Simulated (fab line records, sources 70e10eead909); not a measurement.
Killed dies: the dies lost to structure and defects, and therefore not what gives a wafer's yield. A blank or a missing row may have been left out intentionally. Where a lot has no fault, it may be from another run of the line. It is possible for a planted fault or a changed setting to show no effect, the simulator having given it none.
A lot that was struck, set against a sound lot :: flow nandHarc :: 17 out of 1159 route steps
Sound: these wafers, L343.4, L343.5, L343.6. Struck: wafer L349.6 (left out: L349.2, L349.5 of the same lot, which were not struck); the cause appears at the end.
At each step with rows: each side's tool, then ch and its chambers, then its first start. Under that, the readings that differ: sound wafers :: struck wafers :: difference of the means :: sigmas: that difference in standard deviations of wafers without a fault.
alike: a reading whose means differ by less than 2 such deviations, as well as words and numbers matching on both sides. not compared: withheld readings; readings where some wafer has no value; bounds like >300 that might hide an equal value; numbers whose values overlap and for which the record gives no deviation.
Wherever a step has rows on one side only, a row that says differs or no value, or a row with sigmas, the two part there. When numbers do not overlap yet have no deviation, they are printed without sigmas and do not part them. A reading missing from all wafers of one side parts the sides only when that side holds two or more wafers.

NHARC_P_M2_INSPECT_11:
  sound: defectInspect-01 at day 6 15:20; struck: defectInspect-02 at day 7 23:49
  alike: rawDefectCount
then, 3 steps without rows for these wafers: NHARC_P_M2_DESCUM_14 (chemistry O2, time 3 s); NHARC_P_M2_ETCH_35 (etches the open film in N2/H2, target depth 40 nm, overetch 12 nm, time 43.94 s); NHARC_P_M2_ETCH_15 (etches the open film in C4F8/Ar, target depth 182.5 nm, time 91.2 s).
NHARC_P_M2_CD_MEAS_16:
  sound: cdSem-01 at day 6 15:43; struck: cdSem-01 at day 8 00:11
  alike: cdNm
NHARC_P_M2_STRIP_18: strips in N2/H2.
  sound on rieDiel-05 ch 0,1,2, day 6 15:50; struck on rieDiel-04 ch 1, day 8 00:17
  alike: drypumpMotorCurrentA, oesProductAu, rfVppV, showerheadPlenumPTorr, throttleValvePct
  not compared: rfHoursCounterH
NHARC_P_M2_ETCH_28: etches the open film in CF4/N2, target depth 30 nm, time 72.99 s.
  sound: rieDiel-05 ch 0,3; struck: rieDiel-04 ch 2
reading: rfVppV (V)
sound: 312.4 314.8 312.7
struck: 316.4
difference: +3.1
sigmas: +2

reading: showerheadPlenumPTorr (Torr)
sound: 2.58 2.61 2.58
struck: 2.72
difference: +0.13
sigmas: +2
  alike: drypumpMotorCurrentA, oesProductAu, throttleValvePct
  not compared: rfHoursCounterH
then, 2 steps without rows for these wafers: NHARC_P_M2_STRIP_19 (strips in post etch residue remover, time 600 s); NHARC_P_M2_DEGAS_29 (time 60 s).
NHARC_P_M2_PRE_CLEAN_30: time 30 s.
  sound on pvdSputter-01; struck on pvdSputter-03
  alike: heaterPowerW, susceptorTempC
NHARC_P_M2_PVD_20: deposits TaN, target thk 5 nm, time 8.06 s.
  sound on pvdSputter-01; struck on pvdSputter-03
  alike: throttleValvePct
NHARC_P_M2_PVD_21: deposits Cu, target thk 30 nm, time 20.49 s.
  sound on pvdSputter-01; struck on pvdSputter-03
  alike: throttleValvePct
NHARC_P_M2_ECD_22: material Cu, target thk 400 nm.
  sound on ecdCu-01 ch 0,1, day 6 16:56; struck on ecdCu-02 ch 0, day 8 01:19
  alike: bathTempC
then, 1 step without rows for these wafers: NHARC_P_M2_ANNEAL_31 (time 90 s).
NHARC_P_M2_CMP_23: polishes, t overpolish 20 s, target thk 144.3 nm.
  sound on cmp-04 ch 0,1, day 6 17:31; struck on cmp-04 ch 3, day 8 02:07
reading: timeToEndpointS (s)
sound: 26.2 28.0 25.8
struck: 42.1
difference: +15.4
sigmas: +8
  alike: motorCurrentA, slurryFilterDpKPa
NHARC_P_M2_THK_MEAS_24: measures by xrf.
  sound: filmMetro-01 at day 6 17:50; struck: filmMetro-02 at day 8 02:21
  alike: thkNm
-- the record jumps here: 13 days lie between the struck wafers' starts before and after (it left off in module P_M2 and takes up again in module END, whose first step shown is number 1159 of the route) --
NHARC_END_SORT_01:
  only the struck wafers appear in the record here, on prober-02 ch 0 at day 21 14:03; the sound ones have no rows

WHERE THEY PART
At NHARC_P_M2_ETCH_28 first; at NHARC_END_SORT_01 last (within this record only).

WHY: what the simulator had put in
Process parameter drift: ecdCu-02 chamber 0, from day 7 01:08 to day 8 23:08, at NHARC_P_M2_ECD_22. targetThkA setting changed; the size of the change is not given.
